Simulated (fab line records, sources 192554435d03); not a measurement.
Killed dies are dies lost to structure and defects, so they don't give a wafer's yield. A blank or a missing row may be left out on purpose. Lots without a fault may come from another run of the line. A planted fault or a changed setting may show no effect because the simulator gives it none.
Chamber matching | flow n5_finfet | N5_STI_FIN_REVEAL_STRIP_24 on rie_diel-05: 4 sister chambers
The step strips in N2/H2, time 90 s. 22 wafers are shown with their chamber, then 11 later ones without.

WAFERS WITH THEIR CHAMBER
wafer  | chamber | drypump_motor_current_A (A) | showerhead_plenum_p_Torr (Torr) | throttle_valve_pct (%)
L074.3 | 3       | 6.1                         | 3.38                            | 12.52
L074.4 | 0       | 5.4                         | 3.37                            | 12.51
L074.6 | 0       | 5.4                         | 3.37                            | 12.54
L075.1 | 2       | 5.7                         | 3.58                            | 12.21
L075.2 | 0       | 5.4                         | 3.37                            | 12.54
L075.4 | 1       | 6.1                         | 3.46                            | 12.29
L076.2 | 2       | 5.7                         | 3.58                            | 12.21
L076.3 | 1       | 6.1                         | 3.46                            | 12.29
L076.4 | 3       | 6.2                         | 3.38                            | 12.55
L077.2 | 3       | 6.1                         | 3.38                            | 12.55
L077.5 | 2       | 5.7                         | 3.58                            | 12.21
L077.6 | 3       | 6.2                         | 3.38                            | 12.55
L084.2 | 1       | 6.1                         | 3.45                            | 11.67
L084.4 | 3       | 6.2                         | 3.37                            | 12.60
L084.6 | 3       | 6.1                         | 3.37                            | 12.59
L087.2 | 3       | 6.1                         | 3.36                            | 12.59
L087.3 | 1       | 6.1                         | 3.45                            | 11.68
L087.6 | 0       | 5.4                         | 3.35                            | 12.61
L093.1 | 1       | 6.1                         | 3.44                            | 11.73
L093.5 | 1       | 6.1                         | 3.44                            | 11.74
L093.6 | 0       | 5.4                         | 3.35                            | 12.01
L094.2 | 0       | 5.4                         | 3.35                            | 12.01

SIGNATURES (means of the wafers above)
reading                  | chamber 0 | chamber 1 | chamber 2 | chamber 3 | scatter within a chamber
drypump_motor_current_A  | 5.400     | 6.100     | 5.700     | 6.143     | 0.0309
showerhead_plenum_p_Torr | 3.3600    | 3.4500    | 3.5800    | 3.3743    | 0.00873
throttle_valve_pct       | 12.3700   | 11.9000   | 12.2100   | 12.5643   | 0.219
Rule: a wafer's distance from a chamber is the root of the sum, over the readings, of the square of ((its reading less the chamber's mean) divided by the reading's scatter). The wafer belongs to the nearest chamber; if the next one is less than 2 further off, it can't be placed. The scatter: the root of (the sum of the squares of (reading less its chamber's mean) over the shown wafers, divided by (wafers less chambers)).

WAFERS WITHOUT THEIR CHAMBER
wafer  | drypump_motor_current_A (A) | showerhead_plenum_p_Torr (Torr) | throttle_valve_pct (%)
L094.3 | 5.7                         | 3.56                            | 12.32
L094.5 | 5.7                         | 3.56                            | 12.31
L095.1 | 6.1                         | 3.44                            | 11.73
L095.2 | 6.1                         | 3.35                            | 12.65
L095.4 | 5.4                         | 3.34                            | 12.01
L096.4 | 5.7                         | 3.56                            | 12.32
L096.5 | 6.1                         | 3.44                            | 11.75
L096.6 | 6.2                         | 3.35                            | 12.66
L097.2 | 6.1                         | 3.44                            | 11.76
L097.4 | 5.8                         | 3.55                            | 12.33
L097.5 | 5.7                         | 3.55                            | 12.33

WHICH CHAMBER EACH WENT THROUGH
wafer  | from the rows above | in truth
L094.3 | 2                   | 2
L094.5 | 2                   | 2
L095.1 | 1                   | 1
L095.2 | 3                   | 3
L095.4 | 0                   | 0
L096.4 | 2                   | 2
L096.5 | 1                   | 1
L096.6 | 3                   | 3
L097.2 | 1                   | 1
L097.4 | 2                   | 2
L097.5 | 2                   | 2
Placed correctly: 11 of 11. Can't be placed from these rows: 0. Placed wrongly: 0.
